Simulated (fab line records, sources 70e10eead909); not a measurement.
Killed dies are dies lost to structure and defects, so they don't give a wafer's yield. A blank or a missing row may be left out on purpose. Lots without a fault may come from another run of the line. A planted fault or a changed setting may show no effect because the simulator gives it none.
fab line records | flow nand_harc
record lots=12 wafers=36 last_day=32
route steps=1302 shown P_GATE@200 P_CONTACT@218 END@1302
lots that met no fault: from a run of the same line without faults
start_h: hours from the record's first day to the start of the lot's first wafer shown | wait_h: hours since the lot's step before | " the same as in the row above | L1.1+2: a row that stands for several wafers | - no value, or no start given | * or withheld: withheld | < > ~ a bound
route shown NAME@n: a module of which the file shows steps, and the number in the route of the first | usual: mean/standard deviation of fault-free wafers | same: alike in all rows | chamber/n: place in a boat | sites: the reading at each site | _std_site: their standard deviation | _edge_site: outer sites' mean less inner sites' | radius_mm: how far each site lies from the wafer's centre | mask NAME#n: copy n | behind: the tool/chamber that last shaped the wafer | hold: why the lot was held/for how many hours/how that ended | device: the transistor (n, p or np) that didn't switch | end of line: the same wafers' tests at the end of the route | a step without rows: its recipe alone | killed: dies lost to structure and defects at the first sort, not the wafer's yield | map: a wafer's dies, x killed, . not, _ none there
set.NAME: the setting as run; set.NAME@STEP: as run at that earlier step | model.NAME: the simulator's own value behind a step, which no gauge read
steps of the route over a sample of lots; a table a step, a row a wafer
services: from which hour (start_h, from the record's first day; less than 0 if before it) a tool's chamber was out of use, for how many hours, and why
## steps
# step NHARC_P_GATE_CD_MEAS_91
# recipe target_cd_nm=2000 landing_energy_ev=500
# usual cd_nm=1999.7/1.3
# columns lot.wafer tool chamber start_h wait_h cd_nm
L214.1 cd_sem-01 0 116.77 - 2001.8
L214.3 " 0 " " 1997.7
L214.5 " 0 " " 1997.7
L216.2 cd_sem-02 0 139.85 - 1999.5
L216.3 " 0 " " 1998.6
L216.6 " 0 " " 1998.9
L218.2 cd_sem-02 0 151.69 - 2001.9
L218.4 " 0 " " 2001.4
L218.6 " 0 " " 2001.0
L219.1 cd_sem-02 0 171.43 - 2001.6
L219.2 " 0 " " 2002.5
L219.4 " 0 " " 2002.4
L222.1 cd_sem-02 0 196.14 - 2000.7
L222.4 " 0 " " 1999.0
L222.5 " 0 " " 1998.9
L223.1 cd_sem-01 0 209.45 - 2000.4
L223.2 " 0 " " 1999.6
L223.3 " 0 " " 1999.7
L226.1 cd_sem-03 0 231.94 - 2001.3
L226.3 " 0 " " 2000.3
L226.6 " 0 " " 1999.9
L228.1 cd_sem-03 0 254.74 - 1999.4
L228.2 " 0 " " 1999.3
L228.6 " 0 " " 2000.6
L232.2 cd_sem-03 0 296.30 - 2000.2
L232.3 " 0 " " 1999.8
L232.6 " 0 " " 1998.7
L233.2 cd_sem-03 0 297.70 - 1998.8
L233.5 " 0 " " 1998.7
L233.6 " 0 " " 1999.3
L235.2 cd_sem-02 0 316.59 - 1997.2
L235.4 " 0 " " 1997.5
L235.6 " 0 " " 1999.4
L236.3 cd_sem-02 0 333.49 - 2000.2
L236.4 " 0 " " 1999.9
L236.6 " 0 " " 1999.0
# step NHARC_P_GATE_STRIP_95
# recipe power_w=1500 temp_c=250 chemistry=O2
# usual drypump_motor_current_A=5.78/0.17 heater_power_w=352/22
# columns lot.wafer tool chamber start_h wait_h drypump_motor_current_A heater_power_w rf_hours_counter_h
L214.1 plasma_asher-02 1 118.03 0.5 5.62 363 8
L214.3 " 1 " " 5.59 372 -
L214.5 " 1 " " 5.60 367 -
L216.2 plasma_asher-02 0 141.11 0.6 5.74 329 14
L216.3 " 1 " " 5.57 359 -
L216.6 " 0 " " 5.72 324 -
L218.2 plasma_asher-02 1 152.93 0.5 5.59 360 19
L218.4 " 0 " " 5.72 330 -
L218.6 " 1 " " 5.61 363 -
L219.1 plasma_asher-02 0 172.68 0.6 5.74 330 23
L219.2 " 1 " " 5.60 358 23
L219.4 " 1 " " 5.61 359 -
L222.1 plasma_asher-02 1 197.39 0.6 5.61 367 30
L222.4 " 1 " " 5.63 375 -
L222.5 " 0 " " 5.73 328 -
L223.1 plasma_asher-02 1 210.67 0.6 5.57 365 32
L223.2 " 0 " " 5.72 325 32
L223.3 " 1 " " 5.57 365 -
L226.1 plasma_asher-02 0 233.21 0.5 5.71 323 37
L226.3 " 0 " " 5.72 334 -
L226.6 " 1 " " 5.61 356 -
L228.2 plasma_asher-01 1 256.39 0.6 6.05 371 18
L228.1 " 0 " " 5.74 343 18
L228.6 " 0 " " 5.74 334 -
L232.2 plasma_asher-02 0 297.55 0.6 5.71 318 8
L232.3 " 1 " " 5.57 397 -
L232.6 " 0 " " 5.73 319 -
L233.2 plasma_asher-01 1 298.93 0.6 6.05 371 28
L233.6 " 1 " " 6.06 372 -
L233.5 " 0 " " 5.77 346 -
L235.2 plasma_asher-02 0 317.85 0.5 5.71 321 11
L235.4 " 0 " " 5.73 329 -
L235.6 " 0 " " 5.72 314 -
L236.4 plasma_asher-01 1 334.74 0.4 6.05 373 -
L236.3 " 0 " " 5.73 335 -
L236.6 " 1 " " 6.04 372 -
# step NHARC_P_CONTACT_DEP_00
# recipe target_thk_a=5000 temp_c=400 pressure_torr=6.5 rf_w=900 teos_flow_sccm=161.4 flow_sccm=2650 target_thk_nm=500 gas=O2 material=SiO2
# usual heater_power_w=546/63 rf_fwd_power_W=898.0/2.5 throttle_valve_pct=15.8/0.7
# columns lot.wafer tool chamber start_h wait_h heater_power_w rf_fwd_power_W throttle_valve_pct
L214.1 pecvd-03 2 - - 472 901.8 16.5
L214.3 " 0 " " 522 895.4 15.5
L214.5 " 1 " " 390 899.3 14.8
L216.3 pecvd-03 2 - - 554 897.6 16.4
L216.2 " 1 " " 412 897.8 14.8
L216.6 " 2 " " 581 902.0 16.5
L218.2 pecvd-03 0 - - 483 900.0 15.7
L218.4 " 2 " " 442 901.8 16.5
L218.6 " 0 " " 499 901.8 15.5
L219.2 pecvd-03 0 - - 526 895.3 15.6
L219.1 " 1 " " 433 897.5 14.9
L219.4 " 2 " " 559 903.1 16.4
L222.1 pecvd-02 0 - - 513 897.5 16.1
L222.4 " 1 " " 542 899.1 15.8
L222.5 " 2 " " 570 896.7 17.1
L223.1 pecvd-04 1 - - 643 894.4 15.4
L223.2 " 2 " " 540 900.0 16.6
L223.3 " 0 " " 631 896.7 16.1
L226.3 pecvd-03 0 - - 539 897.3 15.3
L226.1 " 2 " " 582 895.7 16.5
L226.6 " 0 " " 558 901.5 15.5
L228.2 pecvd-02 2 - - 630 897.6 16.7
L228.1 " 1 " " 595 898.0 15.3
L228.6 " 2 " " 647 903.0 16.5
L232.3 pecvd-02 0 - - 528 895.9 15.4
L232.2 " 1 " " 636 897.6 15.3
L232.6 " 2 " " 601 899.8 16.8
L233.2 pecvd-04 1 - - 619 899.7 15.6
L233.6 " 1 " " 653 897.2 15.6
L233.5 " 2 " " 488 900.7 16.2
L235.2 pecvd-03 1 - - 424 897.0 14.9
L235.4 " 2 " " 561 897.4 16.9
L235.6 " 0 " " 420 905.2 15.6
L236.3 pecvd-02 0 - - 551 897.0 15.5
L236.6 " 2 " " 537 899.5 16.7
L236.4 " 0 " " 409 898.8 15.9
# step NHARC_P_CONTACT_EXPOSE_09
# recipe na=1.35 target_cd_nm=90 dose_mj=81.26 mask_id=P_CA
# usual exposure_dose_mJ_cm2=81.22/0.1
# same na=1.35
# columns lot.wafer tool chamber start_h wait_h mask exposure_dose_mJ_cm2
L214.1 arfi_scanner-01 0 121.31 - P_CA#0 81.05
L214.3 " 0 " " P_CA#0 81.11
L214.5 " 0 " " P_CA#0 81.25
L216.2 arfi_scanner-02 0 144.40 - P_CA#0 81.16
L216.3 " 0 " " P_CA#0 81.20
L216.6 " 0 " " P_CA#0 81.12
L218.2 arfi_scanner-02 0 156.08 - P_CA#0 81.10
L218.4 " 0 " " P_CA#0 81.19
L218.6 " 0 " " P_CA#0 81.11
L219.1 arfi_scanner-03 0 175.98 - P_CA#0 81.37
L219.2 " 0 " " P_CA#0 81.18
L219.4 " 0 " " P_CA#0 81.29
L222.1 arfi_scanner-03 0 200.61 - P_CA#0 81.22
L222.4 " 0 " " P_CA#0 81.20
L222.5 " 0 " " P_CA#0 81.17
L223.1 arfi_scanner-01 0 213.98 - P_CA#0 81.16
L223.2 " 0 " " P_CA#0 81.28
L223.3 " 0 " " P_CA#0 81.17
L226.1 arfi_scanner-01 0 236.51 - P_CA_R1#0 81.18
L226.3 " 0 " " P_CA_R1#0 81.18
L226.6 " 0 " " P_CA_R1#0 81.18
L228.1 arfi_scanner-01 0 259.70 - P_CA#0 81.02
L228.2 " 0 " " P_CA#0 81.11
L228.6 " 0 " " P_CA#0 81.06
L232.2 arfi_scanner-02 0 300.84 - P_CA#0 81.23
L232.3 " 0 " " P_CA#0 81.17
L232.6 " 0 " " P_CA#0 81.16
L233.2 arfi_scanner-03 0 302.21 - P_CA#0 81.11
L233.5 " 0 " " P_CA#0 81.34
L233.6 " 0 " " P_CA#0 81.25
L235.2 arfi_scanner-01 0 320.99 - P_CA#0 81.18
L235.4 " 0 " " P_CA#0 81.08
L235.6 " 0 " " P_CA#0 81.29
L236.3 arfi_scanner-01 0 337.89 - P_CA#0 81.31
L236.4 " 0 " " P_CA#0 81.02
L236.6 " 0 " " P_CA#0 81.14
# step NHARC_P_CONTACT_CD_MEAS_12
# recipe target_cd_nm=90 landing_energy_ev=500
# usual cd_nm=90.0/0.46
# columns lot.wafer tool chamber start_h wait_h hold cd_nm
L214.1 cd_sem-02 0 121.45 - - 90.1
L214.3 " 0 " " - 90.4
L214.5 " 0 " " - 90.2
L216.2 cd_sem-01 0 144.54 - - 89.9
L216.3 " 0 " " - 89.8
L216.6 " 0 " " - 90.4
L218.2 cd_sem-01 0 156.22 - - 90.1
L218.4 " 0 " " - 89.8
L218.6 " 0 " " - 90.3
L219.1 cd_sem-02 0 176.11 - - 90.4
L219.2 " 0 " " - 89.3
L219.4 " 0 " " - 90.7
L222.1 cd_sem-01 0 200.75 - - 89.9
L222.4 " 0 " " - 89.8
L222.5 " 0 " " - 89.9
L223.1 cd_sem-02 0 214.12 - - 89.6
L223.2 " 0 " " - 90.0
L223.3 " 0 " " - 90.5
L226.1 cd_sem-02 0 236.65 - await_dispo/0.2h/release 82.2
L226.3 " 0 " " await_dispo/0.2h/release 82.6
L226.6 " 0 " " await_dispo/0.2h/release 82.4
L226.1 cd_sem-02 0 - - - 81.8
L226.3 " 0 " " - 83.1
L226.6 " 0 " " - 82.3
L228.1 cd_sem-03 0 259.84 - - 90.7
L228.2 " 0 " " - 90.8
L228.6 " 0 " " - 89.6
L232.2 cd_sem-02 0 300.98 - - 90.3
L232.3 " 0 " " - 88.9
L232.6 " 0 " " - 89.7
L233.2 cd_sem-02 0 302.35 - - 89.7
L233.5 " 0 " " - 89.5
L233.6 " 0 " " - 89.3
L235.2 cd_sem-01 0 321.13 - - 90.2
L235.4 " 0 " " - 90.6
L235.6 " 0 " " - 90.8
L236.3 cd_sem-03 0 338.03 - - 90.1
L236.4 " 0 " " - 90.2
L236.6 " 0 " " - 90.3
# step NHARC_END_SORT_01
# recipe temp_c=25
# usual killed_at_array=57/24 killed_at_other=0.7/0.94 killed_at_periphery=3.8/2.5 killed_dies=62/23 killed_open=3.1/1.8 killed_short=2.5/1.6
# same gross_dies=677
# columns lot.wafer tool chamber start_h wait_h killed_at_array killed_at_other killed_at_periphery killed_dies killed_open killed_short
L226.1 prober-02 0 682.47 2.5 39 1 2 42 3 1
L226.3 prober-02 0 684.08 3.1 44 1 4 49 4 1
L226.6 prober-02 0 686.48 4.0 50 1 2 53 1 4
# killed by level:class
L226.1 A_SLIT:chamber_film_flake=28 A_CHANNEL_HOLE_D2:chamber_film_flake=2 A_STAIRCASE:chamber_film_flake=2 A_ONON_D2:geometric_particle:open=1 A_CHANNEL_FILL_D2:geometric_particle:short=1 A_CHANNEL_FILL_D2:geometric_particle:open=1 A_BLC:geometric_particle:open=1 P_CONTACT:chamber_film_flake=1
L226.3 A_SLIT:chamber_film_flake=28 A_STAIRCASE:chamber_film_flake=5 A_CHANNEL_HOLE_D1:chamber_film_flake=3 A_CHANNEL_FILL_D1:geometric_particle:open=2 P_GATE:chamber_film_flake=2 A_CHANNEL_FILL_D2:geometric_particle:open=1 A_BLC:geometric_particle:short=1 A_BLC:geometric_particle:open=1
L226.6 A_SLIT:chamber_film_flake=29 A_CHANNEL_HOLE_D1:chamber_film_flake=7 A_STAIRCASE:chamber_film_flake=3 A_CHANNEL_HOLE_D2:chamber_film_flake=2 A_CONTACT:chamber_film_flake=2 A_CHANNEL_FILL_D1:geometric_particle:open=1 A_CHANNEL_FILL_D1:geometric_particle:short=1 A_WL_FILL:geometric_particle:short=1
## services
# columns tool chamber start_h hours kind
pecvd-03 - 102.63 11.5 repair
arfi_scanner-03 - 121.05 1.5 repair
arfi_scanner-03 - 128.91 6.8 repair
arfi_scanner-02 - 140.00 4.0 pm
plasma_asher-01 - 145.51 8.7 repair
arfi_scanner-03 - 149.31 13.1 repair
plasma_asher-01 - 165.00 9.0 pm
arfi_scanner-01 - 172.85 0.3 repair
pecvd-03 - 185.00 13.0 pm
arfi_scanner-03 - 196.01 4.0 pm
pecvd-02 - 227.44 13.0 pm
plasma_asher-02 - 240.11 1.4 repair
arfi_scanner-01 - 241.34 0.9 repair
plasma_asher-02 - 250.07 9.0 pm
plasma_asher-02 0 250.07 9.0 vent_cycle
plasma_asher-02 1 250.07 9.0 vent_cycle
arfi_scanner-01 - 252.00 4.0 pm
plasma_asher-02 0 259.07 - clean
plasma_asher-02 1 259.07 - clean
pecvd-04 - 269.49 13.0 pm
pecvd-02 0 276.65 2.2 repair
pecvd-03 - 296.03 4.8 repair
plasma_asher-01 - 296.23 1.5 repair
arfi_scanner-02 - 312.00 4.0 pm
## key
first_sign step=NHARC_P_CONTACT_EXPOSE_09 reading=mask direction=changed
effect step=NHARC_P_CONTACT_CD_MEAS_12 reading=visit direction=added
effect step=NHARC_P_CONTACT_CD_MEAS_12 reading=cd_nm direction=down sigmas=16 usual=90.0 struck=82.4
met_at NHARC_P_CONTACT_EXPOSE_09
struck_lots L226
tester_left_out L226
not_acting_at NHARC_P_GATE_CD_MEAS_91,NHARC_P_GATE_STRIP_95,NHARC_P_CONTACT_DEP_00
onset_between 213.98 236.51
fault kind=wrong_mask tool=any chamber=- onset_h=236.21 steps=NHARC_P_CONTACT_EXPOSE_09 aux_copy=P_CA_R1#0 cd_offset_nm=-7.7217 scope=struck_lots_only
# tester_left_out: of these lots the tester's yield and bins aren't shown, on N5 and GAA mostly nor the transistor test; their killed dies are dies lost to structure and defects alone, not to doping, threshold or leakage, so they don't give the yield
